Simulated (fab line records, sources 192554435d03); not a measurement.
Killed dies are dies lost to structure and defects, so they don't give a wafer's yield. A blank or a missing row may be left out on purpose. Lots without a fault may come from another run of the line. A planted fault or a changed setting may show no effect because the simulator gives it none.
Which tool did it? | flow n5_finfet | 24 lots, 72 wafers sampled, at 4 steps of a route of 1938

WHAT THE GAUGES READ, wafer by wafer
N5_SDB_INSPECT_36: inspects for defects (darkfield). Usual: raw_defect_count 49, standard deviation 20.
lot  | measured    | on                | raw_defect_count | flag
L074 | day 3 23:36 | defect_inspect-01 | 88 76 59         |
L075 | day 4 05:30 | defect_inspect-01 | 36 56 46         |
L076 | day 4 09:44 | defect_inspect-01 | 42 43 36         |
L077 | day 4 16:16 | defect_inspect-02 | 19 24 28         |
L078 | day 5 00:08 | defect_inspect-01 | 42 54 74         |
L079 | day 5 05:52 | defect_inspect-01 | 24 14 23         |
L080 | day 5 12:58 | defect_inspect-01 | 21 55 57         |
L081 | day 5 17:21 | defect_inspect-01 | 60 55 37         |
L082 | day 5 23:52 | defect_inspect-02 | 44 35 50         |
L083 | day 6 06:10 | defect_inspect-01 | 35 68 48         |
L084 | day 6 13:31 | defect_inspect-02 | 20 45 30         |
L085 | day 6 16:22 | defect_inspect-02 | 63 61 105        |
L086 | day 7 01:19 | defect_inspect-01 | 22 21 38         |
L087 | day 7 02:51 | defect_inspect-01 | 62 47 43         |
L088 | day 7 16:08 | defect_inspect-01 | 82 43 52         |
L089 | day 7 21:26 | defect_inspect-01 | 57 28 57         |
L090 | day 8 00:07 | defect_inspect-01 | 42 46 60         |
L091 | day 8 06:31 | defect_inspect-01 | 49 61 58         |
L092 | day 8 11:18 | defect_inspect-02 | 76 63 31         |
L093 | day 8 17:34 | defect_inspect-02 | 35 74 78         |
L094 | day 9 01:59 | defect_inspect-01 | 54 39 50         |
L095 | day 9 07:56 | defect_inspect-01 | 16 28 25         |
L096 | day 9 19:03 | defect_inspect-02 | 39 47 29         |
L097 | day 9 21:22 | defect_inspect-02 | 52 41 64         |

N5_HKMG_FIN_CD_MEAS_49: target cd 202 nm. Usual: cd_nm 201.8 nm, standard deviation 0.5.
lot  | measured    | on        | cd_nm (nm)        | flag
L074 | day 4 01:04 | cd_sem-03 | 201.3 202.5 201.4 |
L075 | day 4 07:01 | cd_sem-02 | 201.4 201.5 201.6 |
L076 | day 4 11:19 | cd_sem-01 | 202.0 201.1 201.2 |
L077 | day 4 18:56 | cd_sem-01 | 201.9 201.8 202.3 |
L078 | day 5 01:40 | cd_sem-03 | 201.9 201.7 201.4 |
L079 | day 5 07:26 | cd_sem-01 | 202.0 201.6 202.6 |
L080 | day 5 14:30 | cd_sem-03 | 201.6 202.3 202.1 |
L081 | day 5 18:56 | cd_sem-02 | 202.2 201.8 202.6 |
L082 | day 6 01:26 | cd_sem-03 | 201.6 202.5 202.2 |
L083 | day 6 07:42 | cd_sem-01 | 201.0 200.8 201.7 |
L084 | day 6 15:03 | cd_sem-01 | 200.9 200.4 200.6 |
L085 | day 6 17:46 | cd_sem-02 | 201.3 201.7 202.3 |
L086 | day 7 02:59 | cd_sem-03 | 202.8 201.5 202.3 |
L087 | day 7 04:26 | cd_sem-01 | 202.0 201.6 202.0 |
L088 | day 7 17:37 | cd_sem-01 | 201.6 201.9 201.9 |
L089 | day 7 22:59 | cd_sem-02 | 201.7 202.0 201.3 |
L090 | day 8 02:08 | cd_sem-02 | 201.7 201.3 202.5 |
L091 | day 8 08:08 | cd_sem-02 | 202.2 201.9 202.2 |
L092 | day 8 12:43 | cd_sem-01 | 201.4 201.7 201.4 |
L093 | day 8 19:07 | cd_sem-02 | 202.0 201.6 201.8 |
L094 | day 9 03:31 | cd_sem-01 | 202.2 201.9 202.2 |
L095 | day 9 09:36 | cd_sem-02 | 201.9 201.4 201.9 |
L096 | day 9 20:43 | cd_sem-01 | 201.1 200.8 202.1 |
L097 | day 9 23:13 | cd_sem-02 | 201.7 201.7 202.4 |

N5_HKMG_FIN_OVL_MEAS_50. Usual: NDIPOLE_OVL 0.0 nm, standard deviation 0.72.
lot  | measured    | on         | NDIPOLE_OVL (nm) | flag
L074 | day 4 01:05 | overlay-02 | -0.8 -1.8 -0.5   |
L075 | day 4 07:02 | overlay-01 | -0.2 0.7 -0.8    |
L076 | day 4 11:21 | overlay-01 | 0.3 0.5 0.2      |
L077 | day 4 18:58 | overlay-02 | 0.4 0.8 -1.0     |
L078 | day 5 01:41 | overlay-02 | -0.2 -0.5 0.1    |
L079 | day 5 07:28 | overlay-01 | -0.6 -0.4 -0.9   |
L080 | day 5 14:32 | overlay-01 | 0.2 -0.1 -0.2    |
L081 | day 5 18:58 | overlay-01 | 0.6 -0.6 1.0     |
L082 | day 6 01:29 | overlay-01 | 0.0 -0.5 -0.4    |
L083 | day 6 07:44 | overlay-02 | -0.7 -1.0 -0.6   |
L084 | day 6 15:05 | overlay-01 | -0.1 0.0 -0.3    |
L085 | day 6 17:48 | overlay-01 | 0.3 -0.1 -0.2    |
L086 | day 7 03:01 | overlay-01 | 0.1 -0.3 0.0     |
L087 | day 7 04:28 | overlay-01 | 1.0 0.4 0.7      |
L088 | day 7 17:39 | overlay-01 | -1.1 0.1 -0.4    |
L089 | day 7 23:01 | overlay-02 | 1.0 0.3 -0.2     |
L090 | day 8 02:10 | overlay-01 | -0.2 0.3 0.7     |
L091 | day 8 08:11 | overlay-02 | -0.7 -0.8 0.0    |
L092 | day 8 12:44 | overlay-02 | 0.3 0.4 -0.4     |
L093 | day 8 19:09 | overlay-02 | -0.4 -0.1 0.7    |
L094 | day 9 03:32 | overlay-02 | -1.0 -0.6 -0.8   |
L095 | day 9 09:38 | overlay-01 | 1.7 0.5 1.1      |
L096 | day 9 20:45 | overlay-02 | -0.3 -1.2 -0.8   |
L097 | day 9 23:15 | overlay-02 | 1.8 1.2 0.8      |

N5_HKMG_FIN_INSPECT_61: inspects for defects (macro). Usual: raw_defect_count 2.1, standard deviation 1.6.
lot  | measured    | on                | raw_defect_count | flag
L074 | day 4 01:07 | defect_inspect-02 | 2 2 4            |
L075 | day 4 07:04 | defect_inspect-01 | 2 2 6            |
L076 | day 4 11:23 | defect_inspect-01 | 1 0 2            |
L077 | day 4 19:00 | defect_inspect-02 | 1 0 0            |
L078 | day 5 01:43 | defect_inspect-02 | 3 0 3            |
L079 | day 5 07:29 | defect_inspect-01 | 1 4 1            |
L080 | day 5 14:34 | defect_inspect-02 | 2 1 1            |
L081 | day 5 19:00 | defect_inspect-02 | 1 0 2            |
L082 | day 6 01:30 | defect_inspect-01 | 5 2 4            |
L083 | day 6 07:46 | defect_inspect-01 | 2 3 1            |
L084 | day 6 15:06 | defect_inspect-01 | 5 0 1            |
L085 | day 6 17:49 | defect_inspect-02 | 5 1 2            |
L086 | day 7 03:03 | defect_inspect-01 | 2 0 1            |
L087 | day 7 04:29 | defect_inspect-02 | 3 2 7            |
L088 | day 7 17:40 | defect_inspect-02 | 3 3 2            |
L089 | day 7 23:03 | defect_inspect-01 | 2 1 2            |
L090 | day 8 02:11 | defect_inspect-01 | 0 4 3            |
L091 | day 8 08:12 | defect_inspect-02 | 2 1 5            |
L092 | day 8 12:46 | defect_inspect-01 | 3 1 3            |
L093 | day 8 19:11 | defect_inspect-01 | 3 2 2            |
L094 | day 9 03:34 | defect_inspect-01 | 3 3 1            |
L095 | day 9 09:39 | defect_inspect-02 | 3 2 3            |
L096 | day 9 20:47 | defect_inspect-01 | 1 2 0            |
L097 | day 9 23:16 | defect_inspect-01 | 1 0 1            |

WHICH TOOL RAN EACH LOT (tool, then ch and the chambers of the sampled wafers, then the start)
The record holds no process step before these readings.

WHAT THE TOOLS THEMSELVES READ (means of the sampled wafers that have a number; where no wafer has one, the mark that the record gives instead)
The record holds no such reading with a usual standard deviation.

THE ANSWER, worked out from the rows above alone
Rule: a lot is off if the mean of its wafers that have a number lies more than 3 standard deviations from the usual mean. A lot without any number at a reading at which 4 lots or more have one is off too. The other lots that the step has rows for count as sound. The gauges are gone through in route order, then the tools' own readings, and for those a lot's mean is taken as printed above. The first step at which some lot is off is used, and at that step the reading that is off furthest; a lot without a number counts as furthest.
No lot is off at any reading shown: from this, nothing can be told.

WHAT THE SIMULATOR HAD PUT IN
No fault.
